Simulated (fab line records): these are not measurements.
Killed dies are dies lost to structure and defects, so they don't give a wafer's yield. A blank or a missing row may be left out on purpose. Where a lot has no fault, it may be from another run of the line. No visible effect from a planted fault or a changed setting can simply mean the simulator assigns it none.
Which tool was responsible? ; flow n5Finfet ; 72 wafers from 24 lots sampled at 6 of the route's 1938 steps

== WHAT EACH GAUGE READ, for each wafer ==
N5_BEOL_M2_RS_MEAS_58: a four-point-probe measurement.
lot;measured;on;M2_RS (ohm/sq)
L075;day 7 01:18;filmMetro-01;0.67 0.64 0.67
L074;day 7 05:34;filmMetro-01;0.74 0.74 0.67
L076;day 7 14:01;filmMetro-02;0.65 0.63 0.63
L077;day 7 16:14;filmMetro-02;0.65 0.65 0.68
L078;day 8 03:10;filmMetro-02;0.62 0.58 0.66
L079;day 8 07:34;filmMetro-01;0.60 0.66 0.63
L080;day 9 07:30;filmMetro-01;0.69 0.70 0.70
L081;day 9 15:49;filmMetro-02;0.63 0.67 0.62
L082;day 9 16:05;filmMetro-01;0.58 0.67 0.61
L084;day 9 19:11;filmMetro-01;0.60 0.72 0.71
L085;day 10 00:48;filmMetro-01;0.63 0.63 0.67
L083;day 10 02:58;filmMetro-01;0.69 0.68 0.68
L086;day 10 06:14;filmMetro-01;0.66 0.69 0.64
L087;day 10 06:30;filmMetro-02;0.66 0.60 0.67
L088;day 10 15:14;filmMetro-02;0.71 0.73 0.73
L089;day 10 16:31;filmMetro-02;0.67 0.67 0.68
L090;day 10 16:58;filmMetro-02;0.64 0.65 0.63
L091;day 11 00:05;filmMetro-01;0.68 0.76 0.72
L092;day 11 19:11;filmMetro-01;0.70 0.63 0.64
L093;day 12 00:29;filmMetro-02;0.62 0.69 0.68
L094;day 12 03:28;filmMetro-01;0.67 0.69 0.72
L095;day 12 21:19;filmMetro-02;0.67 0.68 0.62
L096;day 13 00:23;filmMetro-01;0.66 0.65 0.63
L097;day 13 12:35;filmMetro-02;0.69 0.66 0.63

N5_BEOL_M3_THK_MEAS_01.
lot;measured;on;M3_ILD_THK (nm)
L075;day 7 01:26;filmMetro-01;79.6 80.2 81.4
L074;day 7 05:42;filmMetro-02;78.0 80.0 78.3
L076;day 7 14:08;filmMetro-01;77.8 79.7 77.7
L077;day 7 16:22;filmMetro-02;79.6 80.6 80.5
L078;day 8 03:19;filmMetro-02;80.4 79.3 81.2
L079;day 8 07:42;filmMetro-02;78.9 79.2 79.9
L080;day 9 07:38;filmMetro-01;78.9 80.0 79.9
L081;day 9 15:56;filmMetro-01;77.4 79.1 79.9
L082;day 9 16:14;filmMetro-01;77.1 79.2 78.0
L084;day 9 19:19;filmMetro-01;77.9 76.9 78.7
L085;day 10 00:56;filmMetro-01;79.4 79.3 81.3
L083;day 10 03:05;filmMetro-02;77.2 79.0 78.3
L086;day 10 06:22;filmMetro-02;77.7 78.2 80.6
L087;day 10 06:39;filmMetro-01;78.9 79.2 78.2
L088;day 10 15:23;filmMetro-01;79.3 77.6 77.4
L089;day 10 16:39;filmMetro-02;77.7 78.7 78.7
L090;day 10 17:06;filmMetro-02;78.5 78.9 79.1
L091;day 11 00:13;filmMetro-02;80.0 80.4 81.0
L092;day 11 19:19;filmMetro-01;77.1 75.9 77.5
L093;day 12 00:37;filmMetro-02;77.8 77.7 78.7
L094;day 12 03:35;filmMetro-01;78.4 81.1 79.1
L095;day 12 21:26;filmMetro-02;77.9 79.6 79.8
L096;day 13 00:31;filmMetro-02;79.3 80.0 80.9
L097;day 13 12:43;filmMetro-02;79.1 79.0 80.1

N5_BEOL_M3_OCD_MEAS_38.
lot;measured;on;trenchDepthNm (nm)
L075;day 7 05:10;ocd-02;54.4 55.3 55.6
L074;day 7 09:54;ocd-02;54.2 56.9 55.5
L076;day 7 19:39;ocd-01;54.2 53.7 55.3
L077;day 7 22:26;ocd-01;54.6 53.6 56.2
L078;day 8 14:43;ocd-01;54.9 56.0 55.0
L079;day 8 14:55;ocd-02;54.4 54.9 54.5
L080;day 9 16:22;ocd-02;55.6 55.7 56.0
L081;day 9 19:16;ocd-02;56.4 56.9 56.2
L082;day 9 19:52;ocd-01;54.1 54.4 55.4
L084;day 9 22:36;ocd-01;56.6 54.3 56.4
L085;day 10 06:02;ocd-02;55.0 54.2 54.6
L083;day 10 06:08;ocd-01;54.9 56.3 56.0
L086;day 10 09:34;ocd-01;54.9 55.8 55.2
L087;day 10 10:01;ocd-02;54.3 54.2 54.6
L088;day 10 20:13;ocd-01;55.2 54.3 55.2
L089;day 10 23:17;ocd-02;55.4 55.6 54.3
L090;day 11 03:26;ocd-01;54.5 54.8 54.4
L091;day 11 08:34;ocd-01;54.9 54.9 54.5
L092;day 12 02:13;ocd-02;56.4 56.4 57.1
L093;day 12 03:49;ocd-02;54.3 54.2 54.7
L094;day 12 08:23;ocd-01;54.7 56.8 54.3
L095;day 13 03:55;ocd-01;57.3 55.3 54.9
L096;day 13 12:02;ocd-01;55.7 55.3 56.9
L097;day 13 15:04;ocd-01;56.8 56.2 54.7

== WHAT TOOL EACH LOT RAN ON (gives the tool, then ch and the chambers of the sampled wafers, and finally the start) ==
lot;N5_BEOL_M3_PECVD_72;N5_BEOL_M3_HM_OPEN_17;N5_BEOL_M3_STRIP_36
L075;pecvd-04 ch 0,2, day 7 01:28;rieMetal-03 ch 0,1, day 7 02:47;rieDiel-06 ch 0,3, day 7 04:58
L074;pecvd-04 ch 1,2, day 7 05:44;rieMetal-02 ch 0,1, day 7 08:14;rieDiel-06 ch 1,3, day 7 09:43
L076;pecvd-04 ch 0,1,2, day 7 14:10;rieMetal-01 ch 0, day 7 16:37;rieDiel-05 ch 1,2,3, day 7 19:28
L077;pecvd-04 ch 0,1,2, day 7 16:24;rieMetal-01 ch 0,1, day 7 19:11;rieDiel-05 ch 0,1,2, day 7 22:15
L078;pecvd-03 ch 1,2, day 8 03:20;rieMetal-01 ch 0,1, day 8 04:25;rieDiel-04 ch 0,1,2, day 8 14:31
L079;pecvd-03 ch 0,1,2, day 8 07:44;rieMetal-02 ch 1, day 8 09:34;rieDiel-05 ch 2,3, day 8 14:43
L080;pecvd-03 ch 0,1,2, day 9 07:41;rieMetal-03 ch 0,1, day 9 08:49;rieDiel-04 ch 0,1, day 9 16:10
L081;pecvd-03 ch 0,1,2, day 9 15:58;rieMetal-02 ch 1, day 9 17:31;rieDiel-06 ch 0,2, day 9 19:04
L082;pecvd-03 ch 1,2, day 9 16:16;rieMetal-02 ch 1, day 9 18:08;rieDiel-04 ch 0,1,2, day 9 19:40
L084;pecvd-03 ch 1,2, day 9 19:21;rieMetal-02 ch 1, day 9 20:12;rieDiel-06 ch 1,2,3, day 9 22:25
L085;pecvd-02 ch 0,1, day 10 00:58;rieMetal-03 ch 0,1, day 10 03:00;rieDiel-04 ch 0,2,3, day 10 05:51
L083;pecvd-02 ch 0,1, day 10 03:08;rieMetal-03 ch 0,1, day 10 04:31;rieDiel-06 ch 0,1,3, day 10 05:56
L086;pecvd-02 ch 0,1, day 10 06:25;rieMetal-03 ch 1, day 10 08:16;rieDiel-04 ch 1,3, day 10 09:23
L087;pecvd-03 ch 1,2, day 10 06:41;rieMetal-02 ch 1, day 10 08:32;rieDiel-05 ch 1,2,3, day 10 09:49
L088;pecvd-03 ch 0,1,2, day 10 15:25;rieMetal-03 ch 0,1, day 10 16:46;rieDiel-04 ch 2,3, day 10 20:01
L089;pecvd-04 ch 0,1,2, day 10 16:41;rieMetal-03 ch 0,1, day 10 20:31;rieDiel-04 ch 0,1,3, day 10 23:05
L090;pecvd-02 ch 0,1, day 10 17:08;rieMetal-01 ch 0,1, day 10 20:34;rieDiel-05 ch 2,3, day 11 03:13
L091;pecvd-02 ch 1,2, day 11 00:14;rieMetal-03 ch 0,1, day 11 03:49;rieDiel-04 ch 0,3, day 11 08:22
L092;pecvd-04 ch 0,1,2, day 11 19:21;rieMetal-02 ch 0,1, day 11 21:08;rieDiel-06 ch 0,2, day 12 02:01
L093;pecvd-03 ch 1,2, day 12 00:40;rieMetal-01 ch 0,1, day 12 02:32;rieDiel-05 ch 0,2,3, day 12 03:38
L094;pecvd-04 ch 1,2, day 12 03:38;rieMetal-01 ch 0,1, day 12 05:05;rieDiel-06 ch 2,3, day 12 08:12
L095;pecvd-04 ch 0,2, day 12 21:29;rieMetal-01 ch 0,1, day 13 00:04;rieDiel-06 ch 2,3, day 13 03:43
L096;pecvd-04 ch 0,2, day 13 00:34;rieMetal-03 ch 0, day 13 01:38;rieDiel-06 ch 0,3, day 13 11:50
L097;pecvd-02 ch 0,1,2, day 13 12:44;rieMetal-03 ch 0,1, day 13 13:43;rieDiel-06 ch 1,2,3, day 13 14:53
- N5_BEOL_M3_PECVD_72: deposits SiO2 from TEOS/O2, target thk 16 nm, time 18 s.
- N5_BEOL_M3_HM_OPEN_17: chemistry Cl2/BCl3, target TiN, target depth 20 nm, overetch 6 nm.
- N5_BEOL_M3_STRIP_36: strips in N2/H2.

== WHAT THE TOOLS THEMSELVES READ (means of the sampled wafers that have a number; where no wafer has one, the mark that the record gives instead) ==
N5_BEOL_M3_PECVD_72.
lot;tool;heaterPowerW (W);showerheadPlenumPTorr (Torr);throttleValvePct (%)
L075;pecvd-04;661;8.69;22.5
L074;pecvd-04;698;8.82;22.0
L076;pecvd-04;716;8.77;22.3
L077;pecvd-04;681;8.75;22.4
L078;pecvd-03;778;8.75;22.4
L079;pecvd-03;698;8.74;22.8
L080;pecvd-03;671;8.75;22.8
L081;pecvd-03;735;8.75;22.9
L082;pecvd-03;677;8.78;23.4
L084;pecvd-03;762;8.75;22.3
L085;pecvd-02;757;8.74;23.4
L083;pecvd-02;747;8.72;23.4
L086;pecvd-02;735;8.73;23.6
L087;pecvd-03;794;8.76;22.3
L088;pecvd-03;702;8.73;22.9
L089;pecvd-04;687;8.76;22.5
L090;pecvd-02;752;8.73;23.6
L091;pecvd-02;791;8.76;22.5
L092;pecvd-04;724;8.76;22.4
L093;pecvd-03;799;8.75;22.5
L094;pecvd-04;755;8.80;21.6
L095;pecvd-04;750;8.75;21.9
L096;pecvd-04;714;8.75;22.0
L097;pecvd-02;784;8.78;22.8

N5_BEOL_M3_HM_OPEN_17.
lot;tool;drypumpMotorCurrentA (A);heBacksideLeakSccm (sccm);oesProductAu (a.u.);throttleValvePct (%)
L075;rieMetal-03;6.4;3.5;0.72;22.28
L074;rieMetal-02;6.0;3.3;0.57;22.37
L076;rieMetal-01;4.9;3.4;0.61;22.03
L077;rieMetal-01;5.3;3.5;0.59;22.14
L078;rieMetal-01;5.6;3.2;0.56;22.22
L079;rieMetal-02;6.1;3.2;0.67;21.95
L080;rieMetal-03;6.1;3.5;0.70;22.41
L081;rieMetal-02;6.1;3.0;0.66;21.98
L082;rieMetal-02;6.1;3.1;0.66;21.96
L084;rieMetal-02;6.1;3.2;0.65;21.97
L085;rieMetal-03;6.1;3.6;0.69;22.41
L083;rieMetal-03;6.2;3.7;0.69;22.42
L086;rieMetal-03;6.7;3.4;0.70;22.20
L087;rieMetal-02;6.1;3.1;0.66;21.98
L088;rieMetal-03;6.1;3.4;0.68;22.43
L089;rieMetal-03;6.4;3.4;0.69;22.31
L090;rieMetal-01;5.3;3.4;0.58;22.15
L091;rieMetal-03;6.2;3.5;0.68;22.41
L092;rieMetal-02;6.1;3.1;0.69;22.05
L093;rieMetal-01;5.2;3.3;0.58;22.15
L094;rieMetal-01;5.2;3.4;0.57;22.14
L095;rieMetal-01;5.2;3.5;0.57;22.16
L096;rieMetal-03;5.9;3.5;0.66;22.54
L097;rieMetal-03;6.1;3.6;0.68;22.43

N5_BEOL_M3_STRIP_36.
lot;tool;drypumpMotorCurrentA (A);h2FlowSccm (sccm);oesProductAu (a.u.);rfVppV (V);showerheadPlenumPTorr (Torr);throttleValvePct (%)
L075;rieDiel-06;5.7;200.1;0.88;61.6;2.70;23.68
L074;rieDiel-06;5.4;200.2;0.88;59.8;2.69;23.37
L076;rieDiel-05;5.2;199.7;0.77;59.1;2.48;23.88
L077;rieDiel-05;5.4;200.2;0.82;57.9;2.51;23.79
L078;rieDiel-04;6.0;199.9;0.75;58.8;2.54;23.64
L079;rieDiel-05;5.0;199.9;0.76;59.2;2.51;23.94
L080;rieDiel-04;6.1;200.6;0.76;60.2;2.59;23.48
L081;rieDiel-06;5.9;199.4;0.89;59.4;2.67;23.84
L082;rieDiel-04;6.0;199.9;0.74;58.7;2.53;23.65
L084;rieDiel-06;5.5;199.6;0.87;59.2;2.65;23.37
L085;rieDiel-04;5.9;200.8;0.73;58.9;2.53;23.78
L083;rieDiel-06;5.5;200.2;0.87;60.3;2.69;23.57
L086;rieDiel-04;5.9;200.0;0.70;59.6;2.61;23.64
L087;rieDiel-05;5.2;200.1;0.75;58.6;2.47;23.89
L088;rieDiel-04;5.8;199.6;0.69;59.1;2.54;23.80
L089;rieDiel-04;6.0;199.5;0.74;60.9;2.59;23.65
L090;rieDiel-05;5.1;199.5;0.73;58.4;2.45;23.86
L091;rieDiel-04;6.1;200.2;0.78;60.2;2.58;23.77
L092;rieDiel-06;5.9;200.2;0.86;58.8;2.67;23.87
L093;rieDiel-05;5.3;199.9;0.77;57.6;2.48;23.80
L094;rieDiel-06;5.7;200.3;0.84;59.3;2.65;23.56
L095;rieDiel-06;5.7;199.6;0.82;59.1;2.64;23.55
L096;rieDiel-06;5.8;201.2;0.83;59.2;2.70;23.91
L097;rieDiel-06;5.5;199.8;0.83;59.0;2.64;23.39

== THE ANSWER, worked out from the rows above alone ==
Rule: the usual values come from the lots themselves. Put in order of their means at a reading, lots are off if they are a third of the lots or fewer, leave a main group of 4 or more, and stand apart from it by a gap of 3 or more times the standard deviation of the main group's means; of several such gaps the widest counts. A main group whose means are all the same, to the digits that the tables above print for the reading, isn't used. Also off: a lot with no number at a reading for which 4 or more lots have one. Any other lot the step has rows for is counted as sound. First the gauges in route order, then the tools' own readings, where a lot's mean is used as printed above. The first step at which some lot is off is used, and at that step the reading that is off furthest; a lot without a number counts as furthest.
Nothing can be told from this: no lot is off at any reading shown.

== WHAT HAD BEEN PUT IN BY THE SIMULATOR ==
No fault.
